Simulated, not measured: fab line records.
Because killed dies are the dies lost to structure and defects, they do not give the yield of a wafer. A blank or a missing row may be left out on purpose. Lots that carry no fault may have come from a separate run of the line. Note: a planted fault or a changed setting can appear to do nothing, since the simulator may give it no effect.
fab line records	flow n5-finfet
record lots=24	wafers=72	last-day=17
route steps=1938 shown MOL_CONTACT_COAG@574 BEOL_M0_SAQP@658
lots that met no fault: taken from a fault-free run of the same line
start-h: hours from the record's opening day to when the first of the lot's shown wafers began	wait-h: hours since the lot's step before	" repeats the value in the row above	L1.1+2: one row covering several wafers at once	- no value present, or no start provided	* or withheld: withheld	< > ~ a bound
route shown NAME@n: names a module that has steps shown in the file, with the first one's number in the route	usual: average and standard deviation across the fault-free wafers	same: alike in all rows	chamber/n: place in a boat	sites: the reading at each site	_std_site: their standard deviation	_edge_site: mean of outer sites minus mean of inner sites	radius-mm: for every site, how far away it sits from the centre of the wafer	mask NAME#n: copy n	behind: the tool/chamber that last shaped the wafer	hold: cause of the lot's hold/its duration in hours/its outcome	device: the transistor (n, p or np) that didn't switch	end of line: the tests these same wafers got at the end of their route	step lacking rows: just its recipe	killed: dies lost to structure and defects at the first sort, not the wafer's yield	map: a wafer's dies, x killed, . not, _ none there
set.NAME: the run value of the setting; set.NAME@STEP: its run value at that earlier step	model.NAME: the simulator's own value behind a step, which no gauge read
the route's steps for a sample of lots (tables are steps, rows are wafers)
services: from which hour (start-h, from the record's first day; less than 0 if before it) a tool's chamber was out of use, for how many hours, and why
## steps
# step N5_MOL_CONTACT_COAG_OVL_MEAS_85
# recipe points-per-wafer=522
# usual VG_OVL=0.0/0.88
lot.wafer	tool	chamber	start-h	wait-h	VG_OVL[nm]
L074.1	overlay-02	0	107.34	0.0	-0.8
L074.3	"	0	"	"	0.5
L074.6	"	0	"	"	0.5
L075.1	overlay-01	0	107.93	0.0	0.2
L075.3	"	0	"	"	0.0
L075.4	"	0	"	"	1.0
L076.1	overlay-01	0	111.32	0.0	0.8
L076.4	"	0	"	"	1.4
L076.6	"	0	"	"	0.0
L078.2	overlay-02	0	122.40	0.0	-0.7
L078.3	"	0	"	"	-1.0
L078.6	"	0	"	"	-1.8
L077.2	overlay-02	0	126.41	0.0	1.8
L077.5	"	0	"	"	0.2
L077.6	"	0	"	"	0.5
L079.3	overlay-01	0	133.04	0.0	-0.9
L079.5	"	0	"	"	-1.4
L079.6	"	0	"	"	-1.2
L080.2	overlay-02	0	136.38	0.0	-1.2
L080.3	"	0	"	"	-0.7
L080.4	"	0	"	"	-1.5
L081.3	overlay-01	0	143.38	0.0	0.2
L081.4	"	0	"	"	1.3
L081.5	"	0	"	"	-0.4
L082.2	overlay-01	0	147.30	0.0	-0.1
L082.4	"	0	"	"	-0.1
L082.5	"	0	"	"	-0.6
L083.1	overlay-02	0	149.11	0.0	-0.7
L083.2	"	0	"	"	-0.4
L083.4	"	0	"	"	-0.8
L084.1	overlay-01	0	160.72	0.0	0.7
L084.2	"	0	"	"	-0.7
L084.3	"	0	"	"	-0.2
L085.1	overlay-01	0	165.79	0.0	0.1
L085.3	"	0	"	"	-0.1
L085.4	"	0	"	"	0.8
L086.1	overlay-01	0	172.95	0.0	0.1
L086.2	"	0	"	"	0.3
L086.4	"	0	"	"	0.1
L087.2	overlay-01	0	176.35	0.0	0.0
L087.4	"	0	"	"	0.7
L087.6	"	0	"	"	0.1
L088.1	overlay-01	0	186.27	0.0	0.3
L088.3	"	0	"	"	0.7
L088.4	"	0	"	"	-0.3
L089.1	overlay-02	0	188.60	0.0	0.5
L089.3	"	0	"	"	0.8
L089.6	"	0	"	"	0.3
L090.2	overlay-01	0	199.07	0.0	0.1
L090.4	"	0	"	"	1.0
L090.5	"	0	"	"	1.4
L091.1	overlay-02	0	201.57	0.0	-0.2
L091.4	"	0	"	"	-0.6
L091.6	"	0	"	"	-1.1
L092.1	overlay-01	0	212.96	0.0	0.4
L092.4	"	0	"	"	1.0
L092.5	"	0	"	"	-0.3
L093.3	overlay-02	0	219.99	0.0	2.0
L093.4	"	0	"	"	2.8
L093.5	"	0	"	"	2.2
L094.1	overlay-01	0	220.59	0.0	-0.2
L094.2	"	0	"	"	-1.0
L094.5	"	0	"	"	0.3
L095.2	overlay-01	0	233.65	0.0	0.3
L095.3	"	0	"	"	-0.8
L095.4	"	0	"	"	-0.8
L096.1	overlay-02	0	234.15	0.0	0.1
L096.4	"	0	"	"	0.3
L096.5	"	0	"	"	-0.7
L097.2	overlay-02	0	239.18	0.0	-0.9
L097.3	"	0	"	"	-0.8
L097.4	"	0	"	"	-0.5
# step N5_MOL_CONTACT_COAG_CD_MEAS_137
# recipe target-cd-nm=16
# usual cd-nm=15.8/0.32
lot.wafer	tool	chamber	start-h	wait-h	cd-nm
L074.1	cd-sem-01	-	108.45	0.0	15.7
L074.3	"	-	"	"	15.7
L074.6	"	-	"	"	16.1
L075.1	cd-sem-03	-	108.83	0.0	15.4
L075.3	"	-	"	"	16.2
L075.4	"	-	"	"	15.7
L076.1	cd-sem-03	-	112.22	0.0	16.0
L076.4	"	-	"	"	15.9
L076.6	"	-	"	"	15.8
L078.2	cd-sem-01	-	123.31	0.0	15.1
L078.3	"	-	"	"	15.3
L078.6	"	-	"	"	15.3
L077.2	cd-sem-03	-	127.55	0.0	16.3
L077.5	"	-	"	"	15.9
L077.6	"	-	"	"	15.7
L079.3	cd-sem-02	-	134.20	0.0	16.3
L079.5	"	-	"	"	16.0
L079.6	"	-	"	"	15.4
L080.2	cd-sem-03	-	137.31	0.0	15.1
L080.3	"	-	"	"	15.0
L080.4	"	-	"	"	15.2
L081.3	cd-sem-02	-	144.60	0.0	16.0
L081.4	"	-	"	"	16.7
L081.5	"	-	"	"	16.3
L082.2	cd-sem-03	-	148.52	0.0	16.1
L082.4	"	-	"	"	15.7
L082.5	"	-	"	"	16.0
L083.1	cd-sem-02	-	150.12	0.0	15.4
L083.2	"	-	"	"	15.4
L083.4	"	-	"	"	15.3
L084.1	cd-sem-02	-	162.33	0.0	15.7
L084.2	"	-	"	"	16.3
L084.3	"	-	"	"	15.7
L085.1	cd-sem-03	-	166.98	0.0	15.8
L085.3	"	-	"	"	15.8
L085.4	"	-	"	"	16.0
L086.1	cd-sem-02	-	173.86	0.0	15.7
L086.2	"	-	"	"	16.0
L086.4	"	-	"	"	16.6
L087.2	cd-sem-01	-	177.47	0.0	16.0
L087.4	"	-	"	"	15.9
L087.6	"	-	"	"	15.7
L088.1	cd-sem-01	-	188.24	0.0	16.1
L088.3	"	-	"	"	16.1
L088.4	"	-	"	"	15.5
L089.1	cd-sem-02	-	189.55	0.0	15.2
L089.3	"	-	"	"	15.7
L089.6	"	-	"	"	15.7
L090.2	cd-sem-03	-	200.19	0.0	15.7
L090.4	"	-	"	"	16.1
L090.5	"	-	"	"	15.9
L091.1	cd-sem-03	-	202.68	0.0	15.8
L091.4	"	-	"	"	15.7
L091.6	"	-	"	"	15.5
L092.1	cd-sem-02	-	214.28	0.0	16.3
L092.4	"	-	"	"	15.9
L092.5	"	-	"	"	16.2
L093.3	cd-sem-02	-	221.08	0.0	16.0
L093.4	"	-	"	"	15.8
L093.5	"	-	"	"	16.1
L094.1	cd-sem-02	-	221.49	0.0	15.6
L094.2	"	-	"	"	15.7
L094.5	"	-	"	"	15.5
L095.2	cd-sem-03	-	234.54	0.0	16.1
L095.3	"	-	"	"	15.7
L095.4	"	-	"	"	16.1
L096.1	cd-sem-03	-	235.41	0.0	15.7
L096.4	"	-	"	"	15.8
L096.5	"	-	"	"	15.9
L097.2	cd-sem-03	-	240.40	0.0	15.9
L097.3	"	-	"	"	16.0
L097.4	"	-	"	"	15.4
# step N5_MOL_CONTACT_COAG_ETCH_48
# recipe chemistry=C4F6/O2	target-depth-a=150	overetch-a=45	mask-material=SOC	target=SiOC	bias-w=465	pressure-mtorr=10	time-s=17	source-w=335	Ar_flow_sccm=300	C4F6_flow_sccm=10	O2_flow_sccm=10	ion-energy-ev=576
# usual O2_flow_sccm=10.00/0.031	drypump-motor-current-A=5.7/0.55	oes-product-au=0.67/0.06	rf-vpp-V=1584/28	showerhead-plenum-p-Torr=2.83/0.12	throttle-valve-pct=40.6/0.4
# same time-s=17
lot.wafer	tool	chamber	start-h	wait-h	O2_flow_sccm	drypump-motor-current-A	oes-product-au	rf-hours-counter-h	rf-vpp-V	showerhead-plenum-p-Torr	throttle-valve-pct
L074.1	rie-diel-03	1	109.62	0.0	10.01	6.4	0.59	196	1552	2.92	41.2
L074.3	"	0	"	"	10.00	5.3	0.74	61	1584	2.76	40.8
L074.6	"	1	"	"	10.01	6.3	0.62	-	1551	2.92	41.2
L075.1	rie-diel-05	0	110.31	0.0	10.02	5.2	0.64	111	1570	2.75	40.2
L075.3	"	3	"	"	10.03	4.7	0.69	46	1552	2.77	40.3
L075.4	"	1	"	"	9.95	5.8	0.68	58	1549	2.77	40.7
L076.1	rie-diel-03	1	113.63	0.0	10.03	6.3	0.56	198	1553	2.92	41.2
L076.4	"	0	"	"	9.98	5.3	0.72	-	1582	2.76	40.8
L076.6	"	3	"	"	9.96	5.5	0.62	-	1595	2.64	40.9
L078.2	rie-diel-03	3	124.41	0.0	9.99	5.5	0.63	142	1595	2.63	40.9
L078.3	"	0	"	"	9.97	5.3	0.66	69	1582	2.76	40.8
L078.6	"	1	"	"	9.96	6.3	0.58	-	1552	2.91	41.2
L077.2	rie-diel-05	0	128.57	0.0	9.96	5.2	0.61	119	1569	2.74	40.2
L077.5	"	3	"	"	10.04	4.7	0.68	-	1553	2.77	40.4
L077.6	"	0	"	"	9.94	5.2	0.64	-	1569	2.74	40.2
L079.3	rie-diel-03	0	135.31	0.0	9.99	5.3	0.73	72	1583	2.76	40.8
L079.5	"	0	"	"	9.96	5.3	0.69	-	1585	2.76	40.8
L079.6	"	3	"	"	9.97	5.5	0.64	-	1594	2.63	40.9
L080.2	rie-diel-04	3	138.54	0.0	9.99	5.9	0.56	248	1522	2.67	41.3
L080.3	"	1	"	"	9.99	6.1	0.81	31	1606	2.99	39.7
L080.4	"	2	"	"	9.98	5.7	0.56	226	1628	2.82	40.4
L081.3	rie-diel-04	1	145.77	0.0	9.93	6.1	0.74	34	1605	2.99	39.7
L081.4	"	1	"	"	9.96	6.1	0.70	-	1605	2.99	39.7
L081.5	"	2	"	"	10.01	5.7	0.56	-	1628	2.82	40.4
L082.2	rie-diel-05	0	149.66	0.0	9.92	5.2	0.62	127	1569	2.74	40.2
L082.4	"	3	"	"	10.05	4.7	0.69	63	1553	2.76	40.4
L082.5	"	3	"	"	10.03	4.7	0.67	-	1554	2.76	40.3
L083.1	rie-diel-04	0	151.88	0.0	9.96	6.5	0.69	69	1597	3.01	40.5
L083.2	"	2	"	"	10.02	5.7	0.57	232	1629	2.82	40.4
L083.4	"	2	"	"	9.98	5.7	0.60	-	1627	2.82	40.4
L084.1	rie-diel-04	1	163.34	0.0	9.91	6.1	0.72	42	1606	2.98	39.7
L084.2	"	0	"	"	10.00	6.5	0.73	74	1598	3.01	40.5
L084.3	"	2	"	"	9.97	5.8	0.58	237	1630	2.82	40.4
L085.1	rie-diel-03	0	169.32	0.0	9.99	5.3	0.64	85	1584	2.75	40.8
L085.3	"	2	"	"	9.98	4.8	0.81	17	1610	2.79	40.3
L085.4	"	1	"	"	10.04	6.4	0.55	222	1552	2.90	41.2
L086.1	rie-diel-03	0	175.07	0.0	9.98	5.3	0.70	87	1584	2.75	40.8
L086.2	"	2	"	"	10.02	4.8	0.78	18	1609	2.79	40.4
L086.4	"	3	"	"	10.00	5.5	0.63	162	1594	2.63	40.9
L087.2	rie-diel-05	2	178.70	0.0	10.03	5.9	0.65	102	1629	2.85	40.7
L087.4	"	1	"	"	10.06	5.9	0.70	83	1547	2.76	40.7
L087.6	"	1	"	"	10.02	5.9	0.71	-	1545	2.76	40.7
L088.1	rie-diel-03	3	189.56	0.0	10.03	5.5	0.61	168	1594	2.62	40.9
L088.3	"	2	"	"	10.01	4.8	0.77	22	1610	2.79	40.3
L088.4	"	0	"	"	10.00	5.3	0.68	92	1583	2.75	40.8
L089.1	rie-diel-05	0	191.52	0.0	9.97	5.2	0.65	139	1569	2.74	40.2
L089.3	"	2	"	"	9.97	6.0	0.67	106	1628	2.85	40.7
L089.6	"	1	"	"	10.01	5.9	0.72	-	1547	2.76	40.7
L090.2	rie-diel-05	3	201.19	0.0	10.00	4.7	0.68	81	1554	2.75	40.4
L090.4	"	1	"	"	10.01	5.9	0.65	91	1546	2.76	40.7
L090.5	"	3	"	"	9.99	4.7	0.64	-	1553	2.75	40.4
L091.1	rie-diel-05	2	204.56	0.0	10.01	6.0	0.70	110	1628	2.85	40.7
L091.4	"	0	"	"	10.06	5.2	0.62	144	1572	2.73	40.2
L091.6	"	1	"	"	10.02	5.8	0.63	-	1546	2.76	40.7
L092.1	rie-diel-04	1	215.86	0.0	10.06	6.1	0.74	63	1604	2.97	39.7
L092.4	"	0	"	"	10.05	6.5	0.65	-	1598	2.99	40.5
L092.5	"	3	"	"	10.01	5.9	0.74	-	1547	3.00	40.6
L093.3	rie-diel-04	0	222.48	0.0	9.98	6.5	0.63	98	1598	2.99	40.5
L093.4	"	3	"	"	9.98	6.0	0.70	-	1546	3.00	40.7
L093.5	"	0	"	"	9.98	6.5	0.63	-	1597	2.99	40.5
L094.1	rie-diel-03	2	222.65	0.0	10.07	4.8	0.78	32	1611	2.79	40.3
L094.2	"	0	"	"	10.00	5.3	0.66	103	1582	2.75	40.8
L094.5	"	0	"	"	9.99	5.3	0.70	-	1583	2.75	40.8
L095.2	rie-diel-04	3	235.52	0.0	10.01	6.0	0.71	26	1547	3.00	40.7
L095.3	"	2	"	"	9.98	5.8	0.81	1	1626	2.81	40.4
L095.4	"	0	"	"	10.03	6.5	0.67	104	1597	2.99	40.5
L096.1	rie-diel-05	0	236.49	0.0	10.04	5.1	0.62	156	1568	2.73	40.2
L096.4	"	3	"	"	10.02	4.7	0.67	93	1552	2.75	40.4
L096.5	"	1	"	"	10.00	5.8	0.66	-	1547	2.75	40.7
L097.2	rie-diel-04	3	241.46	0.0	10.00	6.0	0.72	29	1546	3.00	40.7
L097.3	"	1	"	"	10.00	6.1	0.69	75	1604	2.97	39.7
L097.4	"	2	"	"	10.00	5.8	0.81	4	1627	2.81	40.4
# step N5_MOL_CONTACT_COAG_CD_MEAS_101
# recipe target-cd-nm=16
# usual cd-nm=16.0/0.39
lot.wafer	tool	chamber	start-h	wait-h	cd-nm
L074.1	cd-sem-03	-	109.90	0.0	15.9
L074.3	"	-	"	"	15.4
L074.6	"	-	"	"	15.3
L075.1	cd-sem-02	-	110.59	0.0	15.4
L075.3	"	-	"	"	15.9
L075.4	"	-	"	"	15.5
L076.1	cd-sem-01	-	113.91	0.0	16.1
L076.4	"	-	"	"	16.4
L076.6	"	-	"	"	15.3
L078.2	cd-sem-03	-	124.70	0.0	15.4
L078.3	"	-	"	"	15.9
L078.6	"	-	"	"	15.9
L077.2	cd-sem-02	-	128.86	0.0	16.3
L077.5	"	-	"	"	15.7
L077.6	"	-	"	"	16.4
L079.3	cd-sem-02	-	135.59	0.0	16.4
L079.5	"	-	"	"	16.0
L079.6	"	-	"	"	15.5
L080.2	cd-sem-01	-	138.82	0.0	16.7
L080.3	"	-	"	"	16.2
L080.4	"	-	"	"	15.4
L081.3	cd-sem-03	-	146.06	0.0	16.7
L081.4	"	-	"	"	16.1
L081.5	"	-	"	"	16.3
L082.2	cd-sem-02	-	149.95	0.0	16.0
L082.4	"	-	"	"	15.6
L082.5	"	-	"	"	15.5
L083.1	cd-sem-01	-	152.17	0.0	16.0
L083.2	"	-	"	"	16.2
L083.4	"	-	"	"	16.6
L084.1	cd-sem-03	-	163.62	0.0	16.1
L084.2	"	-	"	"	15.8
L084.3	"	-	"	"	16.3
L085.1	cd-sem-01	-	169.61	0.0	16.5
L085.3	"	-	"	"	16.6
L085.4	"	-	"	"	15.9
L086.1	cd-sem-03	-	175.35	0.0	16.2
L086.2	"	-	"	"	16.9
L086.4	"	-	"	"	16.3
L087.2	cd-sem-02	-	178.98	0.0	16.3
L087.4	"	-	"	"	16.3
L087.6	"	-	"	"	17.2
L088.1	cd-sem-03	-	189.84	0.0	15.8
L088.3	"	-	"	"	15.8
L088.4	"	-	"	"	16.6
L089.1	cd-sem-02	-	191.80	0.0	15.3
L089.3	"	-	"	"	15.5
L089.6	"	-	"	"	15.8
L090.2	cd-sem-03	-	201.48	0.0	15.8
L090.4	"	-	"	"	16.1
L090.5	"	-	"	"	15.6
L091.1	cd-sem-02	-	204.84	0.0	16.1
L091.4	"	-	"	"	15.9
L091.6	"	-	"	"	16.1
L092.1	cd-sem-02	-	216.14	0.0	16.1
L092.4	"	-	"	"	15.9
L092.5	"	-	"	"	15.7
L093.3	cd-sem-03	-	222.77	0.0	15.9
L093.4	"	-	"	"	16.4
L093.5	"	-	"	"	15.6
L094.1	cd-sem-02	-	222.93	0.0	16.5
L094.2	"	-	"	"	16.3
L094.5	"	-	"	"	16.5
L095.2	cd-sem-03	-	235.81	0.0	15.6
L095.3	"	-	"	"	16.0
L095.4	"	-	"	"	15.7
L096.1	cd-sem-03	-	236.77	0.0	16.3
L096.4	"	-	"	"	16.2
L096.5	"	-	"	"	16.0
L097.2	cd-sem-01	-	241.74	0.0	15.4
L097.3	"	-	"	"	16.1
L097.4	"	-	"	"	15.8
# step N5_MOL_CONTACT_COAG_INSPECT_97
# recipe inspect-instrument=darkfield	mode=post-anneal
# usual raw-defect-count=43/15
lot.wafer	tool	chamber	start-h	wait-h	raw-defect-count
L074.1	defect-inspect-02	-	113.72	0.0	34
L074.3	"	-	"	"	49
L074.6	"	-	"	"	23
L075.1	defect-inspect-02	-	116.70	0.0	46
L075.3	"	-	"	"	22
L075.4	"	-	"	"	47
L076.1	defect-inspect-02	-	119.72	0.0	47
L076.4	"	-	"	"	48
L076.6	"	-	"	"	62
L078.2	defect-inspect-01	-	128.53	0.1	36
L078.3	"	-	"	"	39
L078.6	"	-	"	"	20
L077.2	defect-inspect-01	-	132.84	0.0	64
L077.5	"	-	"	"	44
L077.6	"	-	"	"	70
L079.3	defect-inspect-01	-	139.42	0.1	26
L079.5	"	-	"	"	54
L079.6	"	-	"	"	38
L080.2	defect-inspect-01	-	142.65	0.1	31
L080.3	"	-	"	"	36
L080.4	"	-	"	"	49
L081.3	defect-inspect-02	-	149.89	0.1	33
L081.4	"	-	"	"	32
L081.5	"	-	"	"	42
L082.2	defect-inspect-01	-	153.76	0.0	43
L082.4	"	-	"	"	34
L082.5	"	-	"	"	67
L083.1	defect-inspect-01	-	156.74	0.0	55
L083.2	"	-	"	"	30
L083.4	"	-	"	"	28
L084.1	defect-inspect-01	-	167.43	0.0	16
L084.2	"	-	"	"	52
L084.3	"	-	"	"	26
L085.1	defect-inspect-02	-	173.42	0.0	25
L085.3	"	-	"	"	25
L085.4	"	-	"	"	31
L086.1	defect-inspect-01	-	179.15	0.0	36
L086.2	"	-	"	"	20
L086.4	"	-	"	"	55
L087.2	defect-inspect-02	-	182.79	0.0	34
L087.4	"	-	"	"	43
L087.6	"	-	"	"	56
L088.1	defect-inspect-01	-	193.64	0.0	45
L088.3	"	-	"	"	41
L088.4	"	-	"	"	67
L089.1	defect-inspect-02	-	196.64	0.0	55
L089.3	"	-	"	"	46
L089.6	"	-	"	"	65
L090.2	defect-inspect-02	-	205.36	0.0	21
L090.4	"	-	"	"	43
L090.5	"	-	"	"	30
L091.1	defect-inspect-01	-	208.63	0.0	32
L091.4	"	-	"	"	59
L091.6	"	-	"	"	21
L092.1	defect-inspect-02	-	219.95	0.0	57
L092.4	"	-	"	"	81
L092.5	"	-	"	"	84
L093.3	defect-inspect-02	-	226.60	0.1	49
L093.4	"	-	"	"	36
L093.5	"	-	"	"	47
L094.1	defect-inspect-02	-	229.56	0.0	26
L094.2	"	-	"	"	30
L094.5	"	-	"	"	39
L095.2	defect-inspect-02	-	239.62	0.0	33
L095.3	"	-	"	"	60
L095.4	"	-	"	"	55
L096.1	defect-inspect-01	-	242.62	0.0	57
L096.4	"	-	"	"	34
L096.5	"	-	"	"	43
L097.2	defect-inspect-02	-	245.63	0.0	44
L097.3	"	-	"	"	52
L097.4	"	-	"	"	67
# step N5_BEOL_M0_SAQP_MANDREL_ETCH_20
# recipe target-depth-a=600	chemistry=HBr/Cl2	target=a-Si	stop-on=SiNx	bt-time-s=10	mask-material=SOC	over-etch-frac=0.5	time-s=30	pressure-mtorr=10	icp-w=800	bias-w=75	HBr_flow_sccm=150	Cl2_flow_sccm=80	ends=end-point
# usual drypump-motor-current-A=5.9/0.44	oes-product-au=0.776/0.012	throttle-valve-pct=35.5/0.3
lot.wafer	tool	chamber	start-h	wait-h	drypump-motor-current-A	oes-product-au	rf-hours-counter-h	throttle-valve-pct
L074.1	rie-si-03	0	115.93	0.0	5.6	0.788	8	35.9
L074.3	"	1	"	"	6.2	0.781	3	35.8
L074.6	"	2	"	"	6.2	0.782	-	35.0
L075.1	rie-si-03	2	119.42	0.0	6.3	0.773	110	35.0
L075.3	"	1	"	"	6.2	0.783	3	35.8
L075.4	"	0	"	"	5.6	0.796	9	35.8
L076.1	rie-si-01	3	123.48	0.0	5.8	0.787	135	35.7
L076.4	"	1	"	"	6.3	0.785	4	35.7
L076.6	"	3	"	"	5.8	0.796	-	35.7
L078.2	rie-si-02	1	130.24	0.0	5.4	0.773	102	35.4
L078.3	"	3	"	"	6.5	0.771	98	35.3
L078.6	"	0	"	"	5.8	0.775	-	36.1
L077.2	rie-si-01	2	134.98	0.0	6.3	0.774	8	35.5
L077.5	"	3	"	"	5.8	0.784	-	35.8
L077.6	"	0	"	"	5.4	0.773	-	35.4
L079.3	rie-si-03	3	141.19	0.0	4.9	0.759	7	34.9
L079.5	"	0	"	"	5.6	0.805	-	35.8
L079.6	"	1	"	"	6.3	0.793	-	35.7
L080.2	rie-si-02	3	144.46	0.0	6.5	0.779	99	35.3
L080.3	"	1	"	"	5.4	0.763	103	35.4
L080.4	"	2	"	"	5.9	0.769	108	35.6
L081.3	rie-si-01	0	151.78	0.0	5.4	0.772	125	35.4
L081.4	"	1	"	"	6.3	0.780	4	35.7
L081.5	"	0	"	"	5.4	0.789	-	35.4
L082.2	rie-si-02	1	156.53	0.0	5.4	0.761	103	35.4
L082.4	"	2	"	"	5.8	0.769	108	35.5
L082.5	"	3	"	"	6.5	0.781	-	35.2
L083.1	rie-si-02	0	158.64	0.0	5.9	0.762	54	36.1
L083.2	"	3	"	"	6.5	0.770	99	35.3
L083.4	"	2	"	"	5.9	0.756	108	35.6
L084.1	rie-si-01	2	169.96	0.0	6.3	0.780	9	35.5
L084.2	"	0	"	"	5.3	0.759	125	35.4
L084.3	"	3	"	"	5.8	0.783	136	35.7
L085.1	rie-si-01	3	175.02	0.0	5.9	0.780	136	35.8
L085.3	"	2	"	"	6.3	0.775	9	35.5
L085.4	"	0	"	"	5.4	0.772	126	35.4
L086.1	rie-si-01	0	182.42	0.0	5.3	0.768	126	35.4
L086.2	"	3	"	"	5.9	0.795	136	35.7
L086.4	"	2	"	"	6.3	0.776	9	35.5
L087.2	rie-si-01	2	185.23	0.0	6.3	0.774	9	35.5
L087.4	"	1	"	"	6.3	0.783	5	35.7
L087.6	"	0	"	"	5.4	0.768	-	35.4
L088.1	rie-si-03	1	195.22	0.0	6.2	0.792	4	35.8
L088.3	"	2	"	"	6.2	0.767	111	35.0
L088.4	"	3	"	"	4.9	0.774	8	34.9
L089.1	rie-si-01	0	198.53	0.0	5.4	0.756	126	35.4
L089.3	"	3	"	"	5.9	0.792	137	35.7
L089.6	"	3	"	"	5.9	0.789	-	35.7
L090.2	rie-si-01	0	207.39	0.0	5.4	0.768	126	35.4
L090.4	"	3	"	"	5.9	0.785	137	35.7
L090.5	"	0	"	"	5.4	0.781	-	35.4
L091.1	rie-si-02	1	210.53	0.0	5.4	0.761	104	35.5
L091.4	"	2	"	"	5.8	0.767	109	35.6
L091.6	"	2	"	"	5.9	0.764	-	35.6
L092.1	rie-si-01	1	222.25	0.0	6.3	0.764	5	35.7
L092.4	"	2	"	"	6.3	0.772	10	35.5
L092.5	"	0	"	"	5.4	0.758	-	35.4
L093.3	rie-si-01	2	228.88	0.0	6.3	0.769	10	35.5
L093.4	"	0	"	"	5.4	0.773	127	35.4
L093.5	"	1	"	"	6.3	0.786	-	35.7
L094.1	rie-si-01	1	233.12	0.0	6.3	0.772	6	35.7
L094.2	"	0	"	"	5.3	0.761	127	35.4
L094.5	"	3	"	"	5.8	0.791	-	35.7
L095.2	rie-si-01	3	241.91	0.0	5.8	0.780	137	35.8
L095.3	"	2	"	"	6.3	0.777	10	35.5
L095.4	"	0	"	"	5.4	0.771	127	35.4
L096.1	rie-si-03	2	245.38	0.0	6.2	0.756	112	35.0
L096.4	"	0	"	"	5.6	0.790	11	35.8
L096.5	"	2	"	"	6.2	0.779	-	35.0
L097.2	rie-si-03	2	249.36	0.0	6.2	0.766	112	35.0
L097.3	"	3	"	"	4.9	0.767	9	34.8
L097.4	"	0	"	"	5.6	0.785	11	35.8
## services
tool	chamber	start-h	hours	kind
rie-si-01	1	87.02	2.5	repair
rie-diel-05	-	93.41	0.3	repair
rie-diel-05	3	105.12	2.2	repair
rie-diel-03	2	109.39	-	clean
rie-diel-03	2	109.39	-	consumable-replace:focus-ring
rie-diel-03	2	109.39	17.5	scheduled-down
rie-diel-03	2	109.39	17.5	vent-cycle
rie-si-03	3	109.47	4.6	repair
rie-si-01	2	117.89	3.0	repair
rie-si-02	2	125.50	2.1	repair
rie-diel-04	3	144.22	-	clean
rie-diel-04	3	144.22	-	consumable-replace:focus-ring
rie-diel-04	3	144.22	-	consumable-replace:showerhead
rie-diel-04	3	144.22	22.3	scheduled-down
rie-diel-04	3	144.22	22.3	vent-cycle
rie-diel-05	0	167.54	4.6	repair
rie-si-02	3	171.94	12.5	repair
rie-diel-03	2	185.10	3.2	repair
rie-diel-05	-	196.32	1.0	repair
rie-diel-04	-	199.04	0.5	repair
rie-diel-04	2	202.38	-	clean
rie-diel-04	2	202.38	-	consumable-replace:focus-ring
rie-si-03	3	210.44	2.9	repair
rie-si-03	-	225.63	0.6	repair
## key
fault none
